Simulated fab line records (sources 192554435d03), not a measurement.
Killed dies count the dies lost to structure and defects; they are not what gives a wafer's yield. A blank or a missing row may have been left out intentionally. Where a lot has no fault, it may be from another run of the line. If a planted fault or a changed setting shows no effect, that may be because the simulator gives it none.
Which of the tools did it?	flow n5Finfet	24 lots with 72 wafers sampled at 6 steps, on a route of 1938 steps

== WHAT THE GAUGES SHOWED, per wafer ==
N5_BEOL_M7_THK_MEAS_01.
lot	measured	on	M7_ILD_THK (nm)
L074	day 9 12:46	filmMetro-02	152.4 155.0 156.5
L075	day 9 20:16	filmMetro-01	153.7 156.8 153.4
L076	day 9 20:46	filmMetro-02	154.5 156.8 157.8
L079	day 10 15:02	filmMetro-02	157.7 160.0 158.9
L077	day 10 16:06	filmMetro-02	157.6 157.2 159.4
L078	day 11 03:01	filmMetro-01	154.8 159.3 157.4
L080	day 11 13:41	filmMetro-01	156.1 157.4 156.6
L082	day 11 23:28	filmMetro-02	152.3 152.3 156.0
L081	day 12 02:08	filmMetro-02	155.4 156.6 156.1
L084	day 12 04:16	filmMetro-01	156.3 154.9 157.5
L086	day 12 08:35	filmMetro-02	154.7 156.1 158.7
L085	day 13 08:06	filmMetro-01	155.1 155.5 156.1
L083	day 13 08:38	filmMetro-01	153.6 153.6 156.4
L088	day 13 09:32	filmMetro-01	153.6 154.5 156.2
L087	day 13 10:42	filmMetro-01	153.8 157.1 155.3
L090	day 13 15:51	filmMetro-02	155.2 155.3 155.4
L089	day 13 16:20	filmMetro-02	154.2 155.2 156.7
L091	day 14 13:25	filmMetro-01	156.6 159.0 159.3
L092	day 14 13:54	filmMetro-02	158.5 155.1 160.3
L093	day 14 13:58	filmMetro-01	156.3 160.0 155.0
L094	day 14 19:43	filmMetro-01	153.1 155.3 155.9
L095	day 15 00:08	filmMetro-02	152.9 157.4 156.7
L096	day 15 23:03	filmMetro-02	154.5 156.2 153.1
L097	day 16 02:44	filmMetro-01	157.2 159.7 157.8

N5_BEOL_M7_CD_MEAS_11: the cd target is 38.5 nm.
lot	measured	on	cdNm (nm)
L074	day 9 13:50	cdSem-03	38.5 38.5 38.8
L075	day 9 22:53	cdSem-02	38.9 39.0 38.5
L076	day 9 23:17	cdSem-01	37.9 38.9 38.4
L079	day 10 18:13	cdSem-03	38.6 38.5 38.5
L077	day 10 18:16	cdSem-02	38.7 39.1 38.3
L078	day 11 05:29	cdSem-02	38.5 38.0 38.7
L080	day 11 14:32	cdSem-03	38.1 38.4 38.3
L082	day 12 00:34	cdSem-01	37.7 38.3 37.9
L081	day 12 02:58	cdSem-02	38.4 38.7 38.3
L084	day 12 06:04	cdSem-02	38.3 37.8 38.1
L086	day 12 10:39	cdSem-02	39.0 38.9 39.3
L085	day 13 09:11	cdSem-02	38.6 38.9 38.4
L083	day 13 09:26	cdSem-02	38.0 37.7 37.9
L088	day 13 12:29	cdSem-01	38.3 38.7 38.4
L087	day 13 13:03	cdSem-01	38.1 39.0 38.3
L090	day 13 17:07	cdSem-01	38.5 38.6 39.3
L089	day 13 17:13	cdSem-02	39.5 39.3 39.2
L091	day 14 14:31	cdSem-03	38.4 38.5 38.0
L092	day 14 14:52	cdSem-03	38.6 39.0 38.7
L093	day 14 15:02	cdSem-02	38.5 38.3 37.9
L094	day 14 20:46	cdSem-03	38.9 38.4 38.8
L095	day 15 00:51	cdSem-01	38.5 38.2 37.4
L096	day 15 23:51	cdSem-01	38.8 38.6 39.1
L097	day 16 03:35	cdSem-01	38.6 38.0 38.0

N5_BEOL_M7_CD_MEAS_35: the cd target is 40 nm.
lot	measured	on	cdNm (nm)
L074	day 9 16:26	cdSem-02	40.5 40.2 40.2
L075	day 10 02:19	cdSem-03	39.8 39.9 39.7
L076	day 10 02:08	cdSem-02	39.8 40.1 39.5
L079	day 10 21:44	cdSem-02	39.9 39.8 39.4
L077	day 10 23:04	cdSem-02	40.0 40.7 40.2
L078	day 11 08:52	cdSem-01	39.7 39.9 40.0
L080	day 11 16:46	cdSem-01	40.2 39.6 40.5
L082	day 12 02:11	cdSem-01	39.8 39.2 39.0
L081	day 12 04:39	cdSem-02	39.9 39.6 39.8
L084	day 12 08:10	cdSem-03	39.8 39.5 39.6
L086	day 12 12:59	cdSem-02	40.8 40.3 40.7
L085	day 13 12:20	cdSem-02	40.1 40.6 40.3
L083	day 13 12:35	cdSem-03	39.3 39.1 39.2
L088	day 13 14:26	cdSem-02	39.8 40.0 39.8
L087	day 13 14:46	cdSem-03	39.4 40.2 39.9
L090	day 13 19:46	cdSem-02	40.1 39.8 41.1
L089	day 13 20:04	cdSem-02	40.7 40.7 41.3
L091	day 14 17:07	cdSem-03	39.7 40.3 39.5
L092	day 14 17:58	cdSem-03	39.8 40.5 39.7
L093	day 14 17:37	cdSem-02	40.8 40.4 39.6
L094	day 14 22:55	cdSem-01	40.8 40.0 40.4
L095	day 15 02:43	cdSem-03	38.9 39.2 39.3
L096	day 16 02:49	cdSem-02	40.3 40.0 40.8
L097	day 16 06:04	cdSem-02	39.7 39.9 40.2

== WHICH TOOL RAN EACH LOT (tool, then ch and the chambers of the sampled wafers, then the start) ==
lot	N5_BEOL_M6_SURFACE_TREAT_79	N5_BEOL_M7_HM_OPEN_17	N5_BEOL_M7_STRIP_80
L074	pvdSputter-02, day 9 10:56	rieMetal-02 ch 0,1, day 9 14:12	rieDiel-06 ch 1,2,3, day 9 16:26 or earlier
L075	pvdSputter-01, day 9 17:49	rieMetal-02 ch 1, day 9 23:15	rieDiel-03 ch 0,1,2, day 10 02:19 or earlier
L076	pvdSputter-01, day 9 18:21	rieMetal-03 ch 0,1, day 9 23:40	rieDiel-01 ch 1,2,3, day 10 02:08 or earlier
L079	pvdSputter-03, day 10 13:10	rieMetal-03 ch 0,1, day 10 18:49	rieDiel-03 ch 0,1,2, day 10 21:44 or earlier
L077	pvdSputter-03, day 10 13:37	rieMetal-03 ch 1, day 10 18:58	rieDiel-01 ch 2,3, day 10 23:04 or earlier
L078	pvdSputter-01, day 11 00:25	rieMetal-01 ch 0,1, day 11 06:07	rieDiel-03 ch 0,1, day 11 08:52 or earlier
L080	pvdSputter-02, day 11 11:56	rieMetal-01 ch 0,1, day 11 14:54	rieDiel-01 ch 0,1, day 11 16:46 or earlier
L082	pvdSputter-01, day 11 21:10	rieMetal-03 ch 0,1, day 12 00:56	rieDiel-03 ch 0,2,3, day 12 02:11 or earlier
L081	pvdSputter-01, day 11 23:37	rieMetal-02 ch 0,1, day 12 03:20	rieDiel-03 ch 0,3, day 12 04:39 or earlier
L084	pvdSputter-01, day 12 02:28	rieMetal-02 ch 0,1, day 12 06:31	rieDiel-01 ch 2,3, day 12 08:10 or earlier
L086	pvdSputter-02, day 12 06:40	rieMetal-01 ch 0,1, day 12 11:01	rieDiel-06 ch 1,3, day 12 12:59 or earlier
L085	pvdSputter-03, day 13 05:48	rieMetal-03 ch 0,1, day 13 09:41	rieDiel-01 ch 0,2,3, day 13 12:20 or earlier
L083	pvdSputter-01, day 13 06:19	rieMetal-02 ch 1, day 13 09:51	rieDiel-03 ch 0,1,2, day 13 12:35 or earlier
L088	pvdSputter-01, day 13 06:37	rieMetal-03 ch 0,1, day 13 13:07	rieDiel-01 ch 0,1,3, day 13 14:26 or earlier
L087	pvdSputter-03, day 13 08:54	rieMetal-02 ch 0,1, day 13 13:25	rieDiel-06 ch 2,3, day 13 14:46 or earlier
L090	pvdSputter-02, day 13 13:34	rieMetal-02 ch 0,1, day 13 17:31	rieDiel-03 ch 0,3, day 13 19:46 or earlier
L089	pvdSputter-01, day 13 13:45	rieMetal-03 ch 0,1, day 13 18:07	rieDiel-06 ch 0,1,2, day 13 20:04 or earlier
L091	pvdSputter-01, day 14 09:34	rieMetal-01 ch 0,1, day 14 14:55	rieDiel-03 ch 0,3, day 14 17:07 or earlier
L092	pvdSputter-01, day 14 10:07	rieMetal-01 ch 0,1, day 14 15:14	rieDiel-01 ch 0,1,3, day 14 17:58 or earlier
L093	pvdSputter-01, day 14 10:30	rieMetal-01 ch 0,1, day 14 15:30	rieDiel-06 ch 0,2, day 14 17:37 or earlier
L094	pvdSputter-02, day 14 14:37	rieMetal-01 ch 0, day 14 21:08	rieDiel-06 ch 1,2, day 14 22:55 or earlier
L095	pvdSputter-02, day 14 21:25	rieMetal-02 ch 0,1, day 15 01:13	rieDiel-03 ch 0,1,2, day 15 02:43 or earlier
L096	pvdSputter-02, day 15 19:14	rieMetal-01 ch 0,1, day 16 00:13	rieDiel-03 ch 0,2,3, day 16 02:49 or earlier
L097	pvdSputter-02, day 15 23:44	rieMetal-01 ch 0,1, day 16 04:01	rieDiel-03 ch 2,3, day 16 06:04 or earlier
- N5_BEOL_M6_SURFACE_TREAT_79
- N5_BEOL_M7_HM_OPEN_17: chemistry Cl2/BCl3, target TiN, target depth 20 nm, overetch 6 nm.
- N5_BEOL_M7_STRIP_80: strips in N2/H2, time 10 s.

== WHAT THE TOOLS THEMSELVES READ (means of the sampled wafers that have a number; where no wafer has one, the mark that the record gives instead) ==
N5_BEOL_M7_HM_OPEN_17.
lot	tool	drypumpMotorCurrentA (A)	oesProductAu (a.u.)	throttleValvePct (%)
L074	rieMetal-02	5.2	0.63	22.41
L075	rieMetal-02	5.1	0.65	22.58
L076	rieMetal-03	5.6	0.73	22.07
L079	rieMetal-03	5.6	0.73	22.06
L077	rieMetal-03	5.3	0.74	22.04
L078	rieMetal-01	5.7	0.56	22.50
L080	rieMetal-01	5.8	0.56	22.34
L082	rieMetal-03	6.0	0.69	22.12
L081	rieMetal-02	5.2	0.62	22.42
L084	rieMetal-02	5.2	0.61	22.43
L086	rieMetal-01	5.6	0.55	22.52
L085	rieMetal-03	5.6	0.70	22.11
L083	rieMetal-02	5.1	0.63	22.58
L088	rieMetal-03	6.0	0.69	22.13
L087	rieMetal-02	5.3	0.59	22.25
L090	rieMetal-02	5.3	0.59	22.26
L089	rieMetal-03	5.6	0.70	22.09
L091	rieMetal-01	5.7	0.54	22.53
L092	rieMetal-01	5.8	0.56	22.35
L093	rieMetal-01	5.6	0.54	22.53
L094	rieMetal-01	5.9	0.58	22.16
L095	rieMetal-02	5.3	0.59	22.27
L096	rieMetal-01	5.8	0.65	22.27
L097	rieMetal-01	5.8	0.66	22.25

N5_BEOL_M7_STRIP_80.
lot	tool	drypumpMotorCurrentA (A)	oesProductAu (a.u.)	rfVppV (V)	showerheadPlenumPTorr (Torr)	throttleValvePct (%)
L074	rieDiel-06	5.68	0.80	59.3	2.56	23.7
L075	rieDiel-03	5.40	0.74	59.2	2.46	23.5
L076	rieDiel-01	5.66	0.73	58.4	2.53	23.7
L079	rieDiel-03	5.36	0.73	59.0	2.45	23.5
L077	rieDiel-01	5.69	0.72	59.4	2.49	23.8
L078	rieDiel-03	5.36	0.74	59.0	2.38	23.2
L080	rieDiel-01	5.25	0.77	59.1	2.58	23.7
L082	rieDiel-03	5.53	0.70	58.2	2.51	23.8
L081	rieDiel-03	5.67	0.69	59.0	2.50	23.7
L084	rieDiel-01	5.68	0.73	59.2	2.46	23.7
L086	rieDiel-06	5.38	0.76	58.4	2.46	23.7
L085	rieDiel-01	5.47	0.74	59.7	2.50	23.8
L083	rieDiel-03	5.36	0.72	58.9	2.44	23.5
L088	rieDiel-01	5.45	0.73	60.4	2.54	23.7
L087	rieDiel-06	5.67	0.74	59.0	2.57	23.8
L090	rieDiel-03	5.64	0.78	59.0	2.49	23.4
L089	rieDiel-06	5.81	0.81	58.9	2.60	23.6
L091	rieDiel-03	5.69	0.84	59.7	2.50	23.5
L092	rieDiel-01	5.44	0.72	59.7	2.53	23.8
L093	rieDiel-06	5.64	0.80	58.9	2.59	23.5
L094	rieDiel-06	5.99	0.79	59.5	2.63	23.7
L095	rieDiel-03	5.36	0.71	58.7	2.44	23.5
L096	rieDiel-03	5.51	0.87	59.9	2.50	23.6
L097	rieDiel-03	5.45	0.76	59.2	2.50	24.0

== THE ANSWER, worked out from the rows above alone ==
Rule: what is usual is taken from the lots themselves. Put in order of their means at a reading, lots are off if they are a third of the lots or fewer, leave a main group of 4 or more, and stand apart from it by a gap of 3 or more times the standard deviation of the main group's means; of several such gaps the widest counts. A main group is skipped when, at the precision printed for the reading in the tables above, its means are all equal. A lot without any number at a reading at which 4 lots or more have one is off too. Where the step has rows for the other lots, those lots are counted as sound. First the gauges in route order, then the tools' own readings, where a lot's mean is used as printed above. The first step at which some lot is off is used, and at that step the reading that is off furthest; a lot without a number counts as furthest.
Across all readings shown, no lot is off: no conclusion can be drawn from this.

== WHAT HAD BEEN PUT IN BY THE SIMULATOR ==
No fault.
